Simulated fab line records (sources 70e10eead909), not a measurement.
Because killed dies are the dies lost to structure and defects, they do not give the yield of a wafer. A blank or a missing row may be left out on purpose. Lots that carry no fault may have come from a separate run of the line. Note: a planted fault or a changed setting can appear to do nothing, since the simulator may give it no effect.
Which tool did it?	flow nandHarc	Sampling: 12 lots, 36 wafers, 6 of 1302 route steps

WHAT EACH GAUGE READ, for each wafer
NHARC_THIN_TSV_INSPECT_40.
lot	measured	on	rawDefectCount
L236	day 24 10:35	defectInspect-02	494 521 581
L237	day 24 10:35	defectInspect-01	506 507 517
L239	day 25 06:47	defectInspect-02	464 362 404
L242	day 26 16:25	defectInspect-01	704 582 459
L244	day 27 09:59	defectInspect-02	605 588 643
L247	day 28 14:05	defectInspect-01	460 518 502
L248	day 29 12:55	defectInspect-01	578 495 560
L249	day 29 12:55	defectInspect-02	1021 1059 1067
L252	day 30 03:18	defectInspect-02	1079 1037 997
L257	day 33 11:21	defectInspect-02	445 568 568
L258	day 33 21:46	defectInspect-02	588 524 665
L259	day 34 08:19	defectInspect-01	588 589 580

NHARC_END_SORT_01.
lot	measured	on	defectLimitedYield (%)	killedAtArray	killedAtOther	killedAtPeriphery	killedDies	killedOpen	killedShort	sort_bin_2_pct (%)	sort_bin_3_pct (%)	sort_bin_4_pct (%)	sortNPass	sortRimYieldPct (%)	sortYieldPct (%)
L236	day 24 13:36	prober-02	88.0 91.0 90.5	74 54 57	2 3 0	5 4 7	81 61 64	4 5 3	6 1 1	4.0 4.3 4.0	0.9 0.3 0.7	7.1 4.4 4.7	596 616 613	97 84 83	88.0 91.0 90.5
L237	day 24 13:37	prober-01	88.6 88.5 90.1	72 72 64	1 1 0	4 5 3	77 78 67	4 3 2	1 0 3	4.9 4.7 4.0	0.4 1.2 1.3	6.1 5.6 4.6	600 599 610	87 88 93	88.6 88.5 90.1
L248	day 29 16:45	prober-02	90.0 91.0 92.5	63 58 48	1 2 0	4 1 3	68 61 51	4 2 3	3 3 2	3.8 3.0 2.4	0.9 0.9 1.0	5.3 5.2 4.1	609 616 626	87 88 89	90.0 91.0 92.5
L249	day 29 16:42	prober-01	82.3 79.0 82.4	39 58 33	81 83 86	0 1 0	120 142 119	2 0 4	0 6 0	7.1 8.4 8.7	4.3 4.9 3.1	6.4 7.7 5.8	557 535 558	92 92 91	82.3 79.0 82.4
L252	day 30 14:56	prober-02	88.3 83.0 84.8	50 41 40	26 74 60	3 0 3	79 115 103	4 2 2	3 2 2	4.0 7.2 5.0	1.5 3.5 4.0	6.2 6.2 6.2	598 562 574	89 92 81	88.3 83.0 84.8

WHICH TOOL RAN EACH LOT (tool, then ch and the chambers of the sampled wafers, then the start)
lot	NHARC_HYBRID_BOND_ACTIVATE_00	NHARC_THIN_TSV_PRE_CLEAN_50	NHARC_THIN_TSV_DEGAS_53	NHARC_THIN_TSV_STRIP_57
L236	rieDiel-07 ch 0,1,2, day 23 09:41	pvdSputter-01, day 24 03:22 or earlier	pvdSputter-03, day 24 03:22	wetBench-10 ch 2,3,7, day 24 05:31
L237	rieDiel-07 ch 0,2,3, day 23 12:12	pvdSputter-03, day 24 04:20 or earlier	pvdSputter-03, day 24 04:20	wetBench-10 ch 0,2,7, day 24 06:29
L239	rieDiel-06 ch 0,2,3, day 24 05:35	pvdSputter-01, day 24 22:55 or earlier	pvdSputter-03, day 24 22:55	wetBench-10 ch 1,2,5, day 25 01:05
L242	rieDiel-07 ch 0,1,2, day 25 16:31	pvdSputter-01, day 26 10:14 or earlier	pvdSputter-01, day 26 10:14	wetBench-10 ch 1,2,7, day 26 12:23
L244	rieDiel-06 ch 0,1, day 26 09:27	pvdSputter-02, day 27 02:50 or earlier	pvdSputter-03, day 27 02:50	wetBench-08 ch 0,3,5, day 27 04:56
L247	rieDiel-01 ch 0,2,3, day 27 11:58	pvdSputter-02, day 28 05:42 or earlier	pvdSputter-02, day 28 05:42	wetBench-08 ch 1,3,6, day 28 07:54
L248	rieDiel-07 ch 1,2,3, day 28 12:50	pvdSputter-03, day 29 05:38 or earlier	pvdSputter-03, day 29 05:38	wetBench-08 ch 0,6,7, day 29 07:49
L249	rieDiel-07 ch 0,1,3, day 28 15:32	pvdSputter-01, day 29 07:00 or earlier	pvdSputter-01, day 29 07:00	wetBench-08 ch 2,6,7, day 29 09:00
L252	rieDiel-06 ch 0,1,3, day 29 04:02	pvdSputter-01, day 29 21:09 or earlier	pvdSputter-03, day 29 21:09	wetBench-08 ch 0,1,4, day 29 23:17
L257	rieDiel-07 ch 1,2, day 31 23:56	pvdSputter-03, day 33 01:40 or earlier	pvdSputter-03, day 33 01:40	wetBench-10 ch 2,5,6, day 33 03:47
L258	rieDiel-06 ch 2,3, day 32 18:25	pvdSputter-02, day 33 11:47 or earlier	pvdSputter-01, day 33 11:47	wetBench-08 ch 0,2,4, day 33 13:51
L259	rieDiel-07 ch 0,2,3, day 33 03:43	pvdSputter-01, day 34 00:05 or earlier	pvdSputter-01, day 34 00:05	wetBench-10 ch 0,3,5, day 34 02:08
- NHARC_HYBRID_BOND_ACTIVATE_00: chemistry N2, time 60 s.
- NHARC_THIN_TSV_PRE_CLEAN_50: time 30 s.
- NHARC_THIN_TSV_DEGAS_53: time 60 s.
- NHARC_THIN_TSV_STRIP_57: strips in post etch residue remover, time 1200 s.

AS READ BY THE TOOLS THEMSELVES (means over the sampled wafers that have a number; for cases with no such wafer, the mark the record gives instead)
NHARC_HYBRID_BOND_ACTIVATE_00.
lot	tool	drypumpMotorCurrentA (A)	oesProductAu (a.u.)	rfVppV (V)	showerheadPlenumPTorr (Torr)
L236	rieDiel-07	5.4	1.006	63.4	1.75
L237	rieDiel-07	5.3	0.992	64.2	1.77
L239	rieDiel-06	6.3	1.003	64.7	1.80
L242	rieDiel-07	5.4	1.005	64.6	1.75
L244	rieDiel-06	6.1	1.002	63.9	1.78
L247	rieDiel-01	5.9	1.000	64.4	1.81
L248	rieDiel-07	5.5	0.995	63.5	1.79
L249	rieDiel-07	5.6	0.994	64.4	1.79
L252	rieDiel-06	6.3	0.994	63.9	1.82
L257	rieDiel-07	5.6	0.995	63.4	1.77
L258	rieDiel-06	6.5	1.003	64.1	1.82
L259	rieDiel-07	5.3	1.004	63.8	1.77

NHARC_THIN_TSV_PRE_CLEAN_50.
lot	tool	heaterPowerW (W)
L236	pvdSputter-01	384
L237	pvdSputter-03	382
L239	pvdSputter-01	426
L242	pvdSputter-01	421
L244	pvdSputter-02	387
L247	pvdSputter-02	410
L248	pvdSputter-03	378
L249	pvdSputter-01	432
L252	pvdSputter-01	476
L257	pvdSputter-03	406
L258	pvdSputter-02	408
L259	pvdSputter-01	348

NHARC_THIN_TSV_DEGAS_53.
lot	tool	heaterPowerW (W)
L236	pvdSputter-03	442
L237	pvdSputter-03	451
L239	pvdSputter-03	445
L242	pvdSputter-01	499
L244	pvdSputter-03	432
L247	pvdSputter-02	468
L248	pvdSputter-03	443
L249	pvdSputter-01	501
L252	pvdSputter-03	438
L257	pvdSputter-03	459
L258	pvdSputter-01	508
L259	pvdSputter-01	452

NHARC_THIN_TSV_STRIP_57.
lot	tool	tempC (C)
L236	wetBench-10	72.52
L237	wetBench-10	72.33
L239	wetBench-10	72.49
L242	wetBench-10	72.42
L244	wetBench-08	72.58
L247	wetBench-08	72.52
L248	wetBench-08	72.50
L249	wetBench-08	72.43
L252	wetBench-08	72.44
L257	wetBench-10	72.45
L258	wetBench-08	72.50
L259	wetBench-10	72.55

THE ANSWER, worked out from the rows above alone
Rule: what is usual is taken from the lots themselves. Put in order of their means at a reading, lots are off if they are a third of the lots or fewer, leave a main group of 4 or more, and stand apart from it by a gap of 3 or more times the standard deviation of the main group's means; of several such gaps the widest counts. A main group whose means are all the same, to the digits that the tables above print for the reading, isn't used. Also off: a lot with no number at a reading for which 4 or more lots have one. All remaining lots with rows at the step are treated as sound. First the gauges in route order, then the tools' own readings, where a lot's mean is used as printed above. At the first step where some lot is off, the reading lying furthest off is the one used; lots without a number count as furthest.
Off, at NHARC_THIN_TSV_INSPECT_40 on rawDefectCount: L249, L252. The main group has a mean of 539 with a standard deviation of 57.
If a tool, at a process step before that reading, ran all the lots that are off and no sound lot after the first of them, it fits. The gauges at NHARC_THIN_TSV_INSPECT_40 are tried like those tools. NHARC_THIN_TSV_PRE_CLEAN_50 gives no start for some lots, so the hours and the order of its lots are those of NHARC_THIN_TSV_DEGAS_53. None of those tried fits.

WHAT THE SIMULATOR HAD INSERTED
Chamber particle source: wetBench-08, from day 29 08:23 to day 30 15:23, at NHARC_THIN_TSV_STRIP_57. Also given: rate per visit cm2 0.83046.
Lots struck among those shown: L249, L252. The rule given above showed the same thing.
